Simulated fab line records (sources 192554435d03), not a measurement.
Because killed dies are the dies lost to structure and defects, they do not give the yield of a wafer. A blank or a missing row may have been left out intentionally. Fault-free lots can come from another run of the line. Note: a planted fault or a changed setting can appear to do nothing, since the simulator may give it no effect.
Matching of chambers	flow n5_finfet	N5_BEOL_M11_DESCUM_33 on rie_diel-02: 4 sister chambers
The step chemistry O2, time 7.9 s. 4 wafers are shown with their chamber, then 9 later ones without.

WAFERS WITH THEIR CHAMBER
wafer	chamber	drypump_motor_current_A (A)
L082.2	2	5.7
L085.3	3	5.1
L085.5	1	5.9
L085.6	0	6.0

WAFERS WHOSE CHAMBER IS MISSING
wafer	drypump_motor_current_A (A)
L087.2	5.9
L087.4	5.8
L087.6	5.0
L086.1	5.7
L086.2	6.0
L086.5	5.9
L090.1	5.9
L090.5	6.0
L090.6	5.9

CHAMBER TAKEN BY EACH
wafer	from the rows above	in truth
L087.2	1	1
L087.4	can't be placed: 2 or 1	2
L087.6	3	3
L086.1	2	2
L086.2	0	0
L086.5	1	1
L090.1	1	1
L090.5	0	0
L090.6	1	1
Correctly placed: 8 of 9. Unplaceable from these rows: 1, with the true chamber sitting among the candidates in 1. Number placed wrongly: 0.
How it was worked out, from the rows above alone: a wafer's distance from a chamber is the root of the sum, over the readings, of the square of ((its reading less the chamber's mean) divided by the reading's scatter). The wafer belongs to the nearest chamber; if the next one is less than 2 further off, it can't be placed. The mean given for a chamber averages the wafers shown for that chamber. The scatter: with one shown wafer a chamber, the root of the mean of the squares of how far each hidden wafer lies from its nearest shown one.
